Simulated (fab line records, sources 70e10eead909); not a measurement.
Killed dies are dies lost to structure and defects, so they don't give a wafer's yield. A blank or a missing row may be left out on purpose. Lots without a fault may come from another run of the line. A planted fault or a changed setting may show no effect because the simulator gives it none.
One fault seen from 2 desks | flow nand_harc | each desk has only its own numbers; what lay behind them comes last

THE TOOL OWNER'S DESK: rie_diel-06
The tool's own readings at NHARC_A_BONDPAD_ETCH_34 (etches the open film in N2/H2, target depth 60 nm, overetch 18 nm, time 65.91 s): means of the sampled wafers that have a number, for each lot that ran on this tool. A lot is out of limits, marked OUT, if its mean lies more than 4 standard deviations from the usual mean; the brackets give that distance.
Columns: A = drypump_motor_current_A at NHARC_A_BONDPAD_ETCH_34, usual 5.6 A; B = oes_product_au at NHARC_A_BONDPAD_ETCH_34, usual 0.996 a.u.; C = rf_vpp_V at NHARC_A_BONDPAD_ETCH_34, usual 430.1 V; D = showerhead_plenum_p_Torr at NHARC_A_BONDPAD_ETCH_34, usual 2.02 Torr; E = throttle_valve_pct at NHARC_A_BONDPAD_ETCH_34, usual 14.172 %
lot  | first seen here | A   | B                | C     | D    | E
L141 | day 18 04:12    | 5.4 | 0.987            | 430.2 | 2.07 | 14.171
L145 | day 19 00:00    | 5.4 | 1.003            | 428.9 | 2.00 | 14.177
L146 | day 19 21:00    | 5.4 | 0.991            | 431.7 | 2.11 | 14.169
L148 | day 19 22:43    | 5.4 | 0.994            | 431.7 | 2.11 | 14.179
L151 | day 20 05:16    | 5.4 | 0.979            | 432.0 | 2.08 | 14.167
L153 | day 21 00:05    | 5.4 | 0.995            | 430.8 | 2.03 | 14.169
L155 | day 21 01:40    | 5.4 | 0.938 (-4.8) OUT | 430.4 | 2.03 | 14.164
L159 | day 22 02:51    | 5.8 | 0.926 (-5.8) OUT | 430.2 | 2.03 | 14.176
L158 | day 22 10:52    | 5.3 | 0.942 (-4.5) OUT | 431.6 | 2.03 | 14.170
This desk's finding: out of limits on L155, L158, L159; first on L155, day 21 01:40 (oes_product_au at NHARC_A_BONDPAD_ETCH_34). In limits: L141, L145, L146, L148, L151, L153.

THE METROLOGY DESK
What the gauges read, lot by lot, whatever tool the lot ran on: means of the sampled wafers that have a number. A lot is out of limits, marked OUT, if its mean lies more than 4 standard deviations from the usual mean; the brackets give that distance.
Columns: A = thk_nm at NHARC_A_BONDPAD_THK_MEAS_30, usual 199.1 nm
lot  | first seen here | A
L141 | day 18 03:20    | 199.4
L145 | day 18 23:08    | 198.5
L146 | day 19 20:08    | 199.8
L148 | day 19 21:58    | 199.0
L151 | day 20 04:31    | 198.9
L150 | day 20 08:11    | 198.9
L153 | day 20 23:20    | 198.1
L155 | day 21 00:47    | 200.3
L156 | day 21 21:55    | 198.7
L159 | day 22 01:58    | 199.8
L158 | day 22 10:01    | 200.7
This desk's finding: nothing out of limits on any of the 11 lots.

PUT TOGETHER
The tool owner's desk could have raised an alarm at day 21 01:40, on L155, L158, L159.
The metrology desk saw nothing out of limits.
The metrology desk has L155, L158, L159 on record, within its limits.
Of the lots named, all ran NHARC_A_BONDPAD_ETCH_34 on rie_diel-06.

WHAT THE SIMULATOR HAD PUT IN
Process parameter drift: rie_diel-06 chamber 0, from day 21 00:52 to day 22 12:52, at NHARC_A_BONDPAD_ETCH_34. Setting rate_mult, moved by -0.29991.
Lots struck among those shown: L155, L158, L159.
Hours from the fault's start to each desk's first reading out of limits: the tool owner's desk, 1.
